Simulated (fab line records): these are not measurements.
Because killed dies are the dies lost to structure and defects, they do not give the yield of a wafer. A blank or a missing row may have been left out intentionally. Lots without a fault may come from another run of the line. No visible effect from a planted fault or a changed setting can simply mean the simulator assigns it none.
Split-lot trial / flow n5-finfet / 21 wafers read from 7 lots, route of 1938 steps

ON THE SPLIT
At N5_BEOL_M4_ETCH_70 (etches SOC in N2/H2, target depth 80 nm, overetch 24 nm, time 130 s), the setting bias-w was moved away from the recipe's 150 W on 6 of the 21 wafers read, by +8.0% to +16.1%. For the rest of the wafers, this setting stayed at what the recipe calls for.

The reading is taken at the split's own step.

THE READING
rf-vpp-V, in V, at N5_BEOL_M4_ETCH_70 (etches SOC in N2/H2, target depth 80 nm, overetch 24 nm, time 130 s). Fault-free wafers of this fab line usually give 523.4 V, standard deviation 2.6 V.

wafer=L077.1; tool, chamber at the split=rie-diel-06, 0; bias-w as run, W=150; against the recipe=recipe; rf-vpp-V, V=526.3; against lot-mates on the recipe=-
wafer=L077.3; tool, chamber at the split=rie-diel-06, 2; bias-w as run, W=167; against the recipe=+11.3%; rf-vpp-V, V=559.3; against lot-mates on the recipe=+35.4
wafer=L077.5; tool, chamber at the split=rie-diel-06, 3; bias-w as run, W=150; against the recipe=recipe; rf-vpp-V, V=521.5; against lot-mates on the recipe=-
wafer=L078.1; tool, chamber at the split=rie-diel-03, 0; bias-w as run, W=150; against the recipe=recipe; rf-vpp-V, V=526.3; against lot-mates on the recipe=-
wafer=L078.2; tool, chamber at the split=rie-diel-03, 1; bias-w as run, W=150; against the recipe=recipe; rf-vpp-V, V=521.4; against lot-mates on the recipe=-
wafer=L078.6; tool, chamber at the split=rie-diel-03, 0; bias-w as run, W=164.7; against the recipe=+9.8%; rf-vpp-V, V=557.9; against lot-mates on the recipe=+34.1
wafer=L079.2; tool, chamber at the split=rie-diel-06, 0; bias-w as run, W=162; against the recipe=+8.0%; rf-vpp-V, V=552.2; against lot-mates on the recipe=+25.4
wafer=L079.3; tool, chamber at the split=rie-diel-06, 1; bias-w as run, W=162; against the recipe=+8.0%; rf-vpp-V, V=549.8; against lot-mates on the recipe=+23.0
wafer=L079.5; tool, chamber at the split=rie-diel-06, 0; bias-w as run, W=150; against the recipe=recipe; rf-vpp-V, V=526.8; against lot-mates on the recipe=-
wafer=L080.1; tool, chamber at the split=rie-diel-01, 3; bias-w as run, W=150; against the recipe=recipe; rf-vpp-V, V=528.5; against lot-mates on the recipe=-
wafer=L080.2; tool, chamber at the split=rie-diel-01, 1; bias-w as run, W=150; against the recipe=recipe; rf-vpp-V, V=521.1; against lot-mates on the recipe=-
wafer=L080.6; tool, chamber at the split=rie-diel-01, 3; bias-w as run, W=150; against the recipe=recipe; rf-vpp-V, V=527.2; against lot-mates on the recipe=-
wafer=L084.2; tool, chamber at the split=rie-diel-01, 3; bias-w as run, W=174.2; against the recipe=+16.1%; rf-vpp-V, V=578.9; against lot-mates on the recipe=+51.6
wafer=L084.5; tool, chamber at the split=rie-diel-01, 1; bias-w as run, W=174.2; against the recipe=+16.1%; rf-vpp-V, V=575.2; against lot-mates on the recipe=+47.9
wafer=L084.6; tool, chamber at the split=rie-diel-01, 2; bias-w as run, W=150; against the recipe=recipe; rf-vpp-V, V=527.3; against lot-mates on the recipe=-
wafer=L083.3; tool, chamber at the split=rie-diel-06, 0; bias-w as run, W=150; against the recipe=recipe; rf-vpp-V, V=525.3; against lot-mates on the recipe=-
wafer=L083.4; tool, chamber at the split=rie-diel-06, 1; bias-w as run, W=150; against the recipe=recipe; rf-vpp-V, V=523.6; against lot-mates on the recipe=-
wafer=L083.6; tool, chamber at the split=rie-diel-06, 3; bias-w as run, W=150; against the recipe=recipe; rf-vpp-V, V=522.7; against lot-mates on the recipe=-
wafer=L090.1; tool, chamber at the split=rie-diel-06, 2; bias-w as run, W=150; against the recipe=recipe; rf-vpp-V, V=519.4; against lot-mates on the recipe=-
wafer=L090.5; tool, chamber at the split=rie-diel-06, 3; bias-w as run, W=150; against the recipe=recipe; rf-vpp-V, V=522.0; against lot-mates on the recipe=-
wafer=L090.6; tool, chamber at the split=rie-diel-06, 2; bias-w as run, W=150; against the recipe=recipe; rf-vpp-V, V=521.0; against lot-mates on the recipe=-

THE FIT
A straight line over all 21 wafers: rf-vpp-V changes by +3.29 V for each +1% of bias-w; r = +0.99; the points scatter about the line by 2.7 V.
The same after taking each lot's own level away (the mean of its wafers on the recipe; 21 wafers): +3.12 V for each +1%; r = +0.99; scatter 2.1 V.
According to that fit, moving bias-w by its largest amount changes the reading by 50 V.
The lots' own levels span 520.80 to 527.30 V, that is 2.5 times the standard deviation above.
The two slopes are in agreement: the lot-to-lot level therefore moves the slope only a little.
Check: for one of the wafers moved furthest among these (+16.1%), held out of the fit, the line's prediction against its lot-mates is +49.9 V. Against them it came out at +51.6 V.
Tool readings at the split's step, against how far the setting was moved: rf-vpp-V r = +0.99.

FURTHER SPLITS ON THESE WAFERS
Other splits were also applied to these wafers ahead of the reading. Each is held against what the fit with the lots' levels taken away leaves over:
other split on the same wafers=N5_MOL_CONTACT_COAG_ETCHBACK_136 target-depth-a; wafers away from the commonest value=7; r with rf-vpp-V (lot level and that fit taken away)=-0.38
other split on the same wafers=N5_BEOL_M0_SAQP_ETCH_107 bias-w; wafers away from the commonest value=5; r with rf-vpp-V (lot level and that fit taken away)=-0.25
other split on the same wafers=N5_BEOL_M0_SAQP_COAT_34 spin-rpm; wafers away from the commonest value=5; r with rf-vpp-V (lot level and that fit taken away)=+0.28
other split on the same wafers=N5_BEOL_M0_ETCH_138 source-w; wafers away from the commonest value=8; r with rf-vpp-V (lot level and that fit taken away)=+0.09
other split on the same wafers=N5_BEOL_M1_VIA_ETCH_34 bias-w; wafers away from the commonest value=10; r with rf-vpp-V (lot level and that fit taken away)=+0.01
other split on the same wafers=N5_BEOL_M1_TRENCH_ETCH_37 bias-w; wafers away from the commonest value=11; r with rf-vpp-V (lot level and that fit taken away)=-0.07
other split on the same wafers=N5_BEOL_M3_TRENCH_ETCH_37 source-w; wafers away from the commonest value=8; r with rf-vpp-V (lot level and that fit taken away)=-0.30

THE WHOLE CHAIN: every reading that the file lists as answering this split, in the file's order
step=N5_BEOL_M4_ETCH_70; what it does=etches SOC in N2/H2, target depth 80 nm, overetch 24 nm, time 130 s; reading=rf-vpp-V; change (the file's fit)=+3.16 V for each +1% of the setting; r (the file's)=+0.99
step=N5_BEOL_M4_ETCH_70; what it does=etches SOC in N2/H2, target depth 80 nm, overetch 24 nm, time 130 s; reading=SiARC_of_BEOL_M4_COAT_68.thk-nm (the simulator's own value, which no gauge read); change (the file's fit)=-0.105 nm for each +1% of the setting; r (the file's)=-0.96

THE FILE'S OWN FIT
rf-vpp-V changes by +3.16 V for each +1% of bias-w, r = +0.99.
